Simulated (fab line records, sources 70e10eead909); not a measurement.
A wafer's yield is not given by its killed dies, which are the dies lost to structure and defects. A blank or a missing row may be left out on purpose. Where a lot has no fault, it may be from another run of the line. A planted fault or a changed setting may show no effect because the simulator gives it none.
Chamber matching -- flow nand-harc -- ald-metal-04 running NHARC_A_CONTACT_ALD_18: 4 sister chambers
The step deposits TiN, target thk 3 nm, pulse time 1 s, ald cycles 150. 14 wafers are shown with their chamber, then 7 later ones without.

## WAFERS, EACH WITH ITS CHAMBER
wafer,chamber,heater-power-w (W),susceptor-temp-C (C),precursor-pulse-height-rel
L077.2,3,1211,450.34,0.992
L077.5,2,1038,449.90,0.976
L077.6,3,1195,450.11,0.992
L079.2,1,1000,450.49,1.021
L079.4,3,1211,449.82,1.047
L079.5,2,1051,450.06,1.020
L080.2,3,1283,449.84,1.071
L080.4,1,1030,450.12,1.031
L080.5,1,1051,449.92,0.972
L081.2,1,1054,450.56,0.980
L081.3,3,1246,450.01,0.971
L081.6,2,1076,449.63,1.008
L085.1,0,1033,449.86,0.975
L085.5,0,1019,449.74,1.015

SIGNATURES (means of the wafers above)
reading,chamber 0,chamber 1,chamber 2,chamber 3,scatter within a chamber
heater-power-w,1026.00,1033.75,1055.00,1229.20,27.8
susceptor-temp-C,449.8000,450.2725,449.8633,450.0240,0.237
precursor-pulse-height-rel,0.99500,1.00100,1.00133,1.01460,0.034
Rule: a wafer lies at a distance from a chamber equal to the root of the sum of squares, over the readings, of (its reading less the chamber's mean, divided by the reading's scatter). If the next closest chamber is less than 2 further off than the closest, the wafer can't be placed; otherwise it belongs to the closest. The scatter: take each reading less its chamber's mean, square it, sum over the shown wafers, divide by the number of wafers less the number of chambers, and take the root.

## WAFERS WHOSE CHAMBER IS MISSING
wafer,heater-power-w (W),susceptor-temp-C (C),precursor-pulse-height-rel
L085.6,1019,450.18,1.013
L089.1,1034,450.35,0.974
L089.4,1248,450.09,0.996
L089.6,1046,450.18,1.020
L093.1,982,449.90,0.991
L093.5,1042,450.14,0.985
L093.6,958,449.74,1.000

## CHAMBER TAKEN BY EACH
wafer,from the rows above,in truth
L085.6,can't be placed: 1 or 0 or 2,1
L089.1,can't be placed: 1 or 2 or 0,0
L089.4,3,3
L089.6,can't be placed: 1 or 2 or 0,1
L093.1,can't be placed: 0 or 1 or 2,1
L093.5,can't be placed: 1 or 2 or 0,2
L093.6,can't be placed: 0 or 2 or 1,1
Placed correctly: 1 of 7. Can't be placed from these rows: 6 (the true chamber is among the candidates in 6). Wrongly placed: 0.
